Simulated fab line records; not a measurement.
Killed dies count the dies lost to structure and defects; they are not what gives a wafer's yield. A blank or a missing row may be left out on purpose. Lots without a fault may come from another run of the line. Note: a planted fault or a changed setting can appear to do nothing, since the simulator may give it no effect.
A lot that was struck, set against a sound lot :: flow n5Finfet :: 14 steps out of a route of 1938
Sound: these wafers, L587.1, L587.2, L587.3. The struck wafers were L607.3, L607.5, L607.6. At the end, the cause is stated.
Order at every step that has rows: each side's tool, ch and its chambers, its first start. Under that, the readings that differ: sound wafers :: struck wafers :: difference of the means :: sigmas: that difference in standard deviations of wafers without a fault.
alike: same words and numbers on both sides, and readings whose means sit less than 2 such deviations apart. not compared: any withheld reading, any reading some wafer has no value for, any bound like >300 that may hide the same value, and any number with overlapping values for which the record gives no deviation.
The two part at a step that has a row with sigmas, a row that says differs or no value, or rows on one side only. Numbers that don't overlap but have no deviation are shown without sigmas and don't part them. Lack of a reading on every wafer of one side parts them only where that side has two or more wafers.

N5_BEOL_M8_OVL_MEAS_12:
  sound on overlay-02 ch 0, day 10 11:24; struck on overlay-01 ch 0, day 15 12:43
  alike: M8_OVL
N5_BEOL_M8_INSPECT_13: inspects for defects (brightfield).
  sound on defectInspect-01, day 10 11:26; struck on defectInspect-02, day 15 12:44
  alike: rawDefectCount
N5_BEOL_M8_DESCUM_16: chemistry O2, time 7.9 s.
  sound on rieDiel-05 ch 1,2,3, day 10 11:28; struck on rieDiel-02 ch 0,1,2, day 15 12:47
  alike: drypumpMotorCurrentA, oesProductAu, rfVppV, showerheadPlenumPTorr, tempC, throttleValvePct
  not compared: rfHoursCounterH
N5_BEOL_M8_ETCH_61: etches SiARC in CF4, target depth 45.5 nm, time 75.8 s.
  sound on rieDiel-05 ch 1,2,3, day 10 11:30; struck on rieDiel-02 ch 0,1,2, day 15 12:49
  alike: drypumpMotorCurrentA, etchRfOnTimeS, oesProductAu, rfVppV, showerheadPlenumPTorr, throttleValvePct
  not compared: rfHoursCounterH
N5_BEOL_M8_ETCH_62: etches SOC in N2/H2, target depth 110 nm, overetch 22 nm, time 165 s.
  sound on rieDiel-05 ch 1,2,3, day 10 11:33; struck on rieDiel-02 ch 0,1,2, day 15 12:52
  alike: drypumpMotorCurrentA, oesProductAu, rfVppV, showerheadPlenumPTorr, tempC, throttleValvePct
  not compared: rfHoursCounterH
then, 2 steps without rows for these wafers: N5_BEOL_M8_STRIP_68 (strips in N2/H2); N5_BEOL_M8_STRIP_67 (strips in CF4).
N5_BEOL_M8_HM_OPEN_17: chemistry Cl2/BCl3, target TiN, target depth 20 nm, overetch 6 nm.
  sound on rieMetal-03 ch 0,1, day 10 11:45; struck on rieMetal-03 ch 0,1, day 15 13:05
  alike: drypumpMotorCurrentA, oesProductAu, throttleValvePct
  not compared: rfHoursCounterH
N5_BEOL_M8_STRIP_19: strips in O2.
  sound on rieDiel-05 ch 1,2,3, day 10 11:52; struck on rieDiel-01 ch 0,2,3, day 15 13:11
  alike: drypumpMotorCurrentA, oesProductAu, rfVppV, showerheadPlenumPTorr, tempC, throttleValvePct
  not compared: rfHoursCounterH
N5_BEOL_M8_CD_MEAS_18: pitch 80 nm, target cd 40 nm.
  sound on cdSem-03, day 10 11:56; struck on cdSem-02, day 15 13:15
  alike: cdNm
then, 2 steps without rows for these wafers: N5_BEOL_M8_COAT_63 (time 60 s, resist thk 60 nm); N5_BEOL_M8_COAT_64 (time 60 s, resist thk 12 nm).
N5_BEOL_M8_COAT_71: time 60 s, resist thk 5 nm.
  sound on lithoTrack-01 ch 0, day 10 14:38; struck on lithoTrack-01 ch 0, day 15 15:37
reading: heaterPowerTotalW (W)
sound: 392.6 390.0 390.1
struck: 402.7 402.8 403.2
difference: +12.0
sigmas: +10

reading: plateTempC (C)
sound: 205.11 205.07 205.16
struck: 210.59 210.56 210.29
difference: +5.37
sigmas: +30
then, 1 step without rows for these wafers: N5_BEOL_M8_COAT_22 (resist thk 30 nm).

== WHERE THEY PART ==
Within this record, at N5_BEOL_M8_COAT_71 only.

WHY: the cause the simulator had injected
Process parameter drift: lithoTrack-01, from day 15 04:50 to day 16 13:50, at N5_BEOL_M8_COAT_71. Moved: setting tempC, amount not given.
